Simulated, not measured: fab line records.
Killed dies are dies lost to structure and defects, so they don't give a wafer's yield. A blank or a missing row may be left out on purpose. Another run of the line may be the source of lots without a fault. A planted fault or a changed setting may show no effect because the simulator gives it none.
Chamber matching | flow n5Finfet | 4 sister chambers for N5_BEOL_M3_ETCH_77 on rieDiel-05
The step etches underlayer in N2/H2, target depth 6.5 nm, time 5.2 s. 8 wafers are shown with their chamber, then 8 later ones without.

WAFERS, EACH WITH ITS CHAMBER
wafer  | chamber | drypumpMotorCurrentA (A) | showerheadPlenumPTorr (Torr)
L078.3 | 2       | 6.4                      | 2.41
L090.1 | 3       | 5.5                      | 2.43
L090.3 | 1       | 5.0                      | 2.61
L090.5 | 1       | 5.0                      | 2.61
L094.2 | 2       | 6.3                      | 2.40
L094.4 | 0       | 6.5                      | 2.50
L094.6 | 3       | 5.5                      | 2.43
L095.1 | 0       | 6.4                      | 2.50

WAFERS MISSING THEIR CHAMBER
wafer  | drypumpMotorCurrentA (A) | showerheadPlenumPTorr (Torr)
L095.2 | 5.5                      | 2.43
L095.3 | 5.5                      | 2.42
L095.4 | 6.4                      | 2.50
L095.5 | 6.4                      | 2.50
L095.6 | 5.5                      | 2.42
L097.3 | 5.5                      | 2.42
L097.4 | 6.5                      | 2.49
L097.5 | 6.5                      | 2.49

WHICH CHAMBER EACH WENT THROUGH
wafer  | from the rows above | in truth
L095.2 | 3                   | 3
L095.3 | 3                   | 3
L095.4 | 0                   | 0
L095.5 | 0                   | 0
L095.6 | 3                   | 3
L097.3 | 3                   | 3
L097.4 | 0                   | 0
L097.5 | 0                   | 0
Placed correctly: 8 of 8. From these rows, 0 cannot be placed. Placed wrongly: 0.
How it was worked out, from the rows above alone: a wafer's distance from a chamber is the root of the sum, over the readings, of the square of ((its reading less the chamber's mean) divided by the reading's scatter). If the next closest chamber is less than 2 further off than the closest, the wafer can't be placed; otherwise it belongs to the closest. A chamber's mean is the mean of its shown wafers. The scatter: the root of (the sum of the squares of (reading less its chamber's mean) over the shown wafers, divided by (wafers less chambers)).
